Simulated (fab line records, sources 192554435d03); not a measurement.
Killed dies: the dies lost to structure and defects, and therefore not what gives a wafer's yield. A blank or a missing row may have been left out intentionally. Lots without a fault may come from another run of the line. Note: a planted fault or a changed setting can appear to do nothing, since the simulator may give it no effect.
Chamber matching | flow n5Finfet | N5_BEOL_M4_DESCUM_33 on rieDiel-06 has 4 sister chambers
The step chemistry O2, time 7 s. 16 wafers are shown with their chamber, then 8 later ones without.

## WAFERS WITH THEIR CHAMBER
wafer  | chamber | drypumpMotorCurrentA (A) | showerheadPlenumPTorr (Torr) | throttleValvePct (%)
L079.1 | 0       | 5.9                      | 2.10                         | 20.34
L079.4 | 3       | 6.6                      | 1.97                         | 20.11
L079.6 | 0       | 5.9                      | 2.10                         | 20.31
L080.3 | 3       | 6.6                      | 1.97                         | 20.11
L080.4 | 0       | 5.9                      | 2.10                         | 20.33
L080.5 | 1       | 6.4                      | 2.21                         | 20.34
L084.1 | 0       | 5.9                      | 2.09                         | 20.32
L084.2 | 2       | 5.6                      | 2.00                         | 20.46
L084.6 | 1       | 6.4                      | 2.21                         | 20.37
L085.3 | 1       | 6.5                      | 2.21                         | 20.37
L085.5 | 2       | 5.6                      | 2.00                         | 20.45
L085.6 | 0       | 5.9                      | 2.09                         | 20.35
L089.1 | 2       | 5.6                      | 1.99                         | 20.47
L089.4 | 1       | 6.4                      | 2.21                         | 20.38
L089.6 | 0       | 5.9                      | 2.09                         | 20.35
L095.2 | 1       | 6.4                      | 2.20                         | 20.41

SIGNATURES (averages over the wafers above)
reading               | chamber 0 | chamber 1 | chamber 2 | chamber 3 | scatter within a chamber
drypumpMotorCurrentA  | 5.900     | 6.420     | 5.600     | 6.600     | 0.0258
showerheadPlenumPTorr | 2.0950    | 2.2080    | 1.9967    | 1.9700    | 0.00497
throttleValvePct      | 20.3333   | 20.3740   | 20.4600   | 20.1100   | 0.0184
Rule: distance of a wafer from a chamber = root of the sum over the readings of ((wafer's reading minus chamber's mean) / reading's scatter) squared. If the next closest chamber is less than 2 further off than the closest, the wafer can't be placed; otherwise it belongs to the closest. The scatter is the square root of a quotient: the sum, over the shown wafers, of each reading's squared deviation from its chamber's mean, divided by wafers minus chambers.

## WAFERS WHOSE CHAMBER IS MISSING
wafer  | drypumpMotorCurrentA (A) | showerheadPlenumPTorr (Torr) | throttleValvePct (%)
L095.4 | 6.4                      | 2.20                         | 20.39
L095.5 | 5.9                      | 2.08                         | 20.38
L096.1 | 5.9                      | 2.09                         | 20.37
L096.3 | 6.4                      | 2.20                         | 20.39
L096.6 | 6.6                      | 2.22                         | 19.73
L097.3 | 6.6                      | 2.22                         | 19.74
L097.4 | 5.9                      | 2.08                         | 20.36
L097.6 | 5.9                      | 2.08                         | 20.38

## CHAMBER TAKEN BY EACH
wafer  | from the rows above | in truth
L095.4 | 1                   | 1
L095.5 | 0                   | 0
L096.1 | 0                   | 0
L096.3 | 1                   | 1
L096.6 | 1                   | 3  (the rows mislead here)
L097.3 | 1                   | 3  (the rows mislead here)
L097.4 | 0                   | 0
L097.6 | 0                   | 0
Correct placement for 6 of the 8. Number that these rows cannot place: 0. Number placed wrongly: 2.
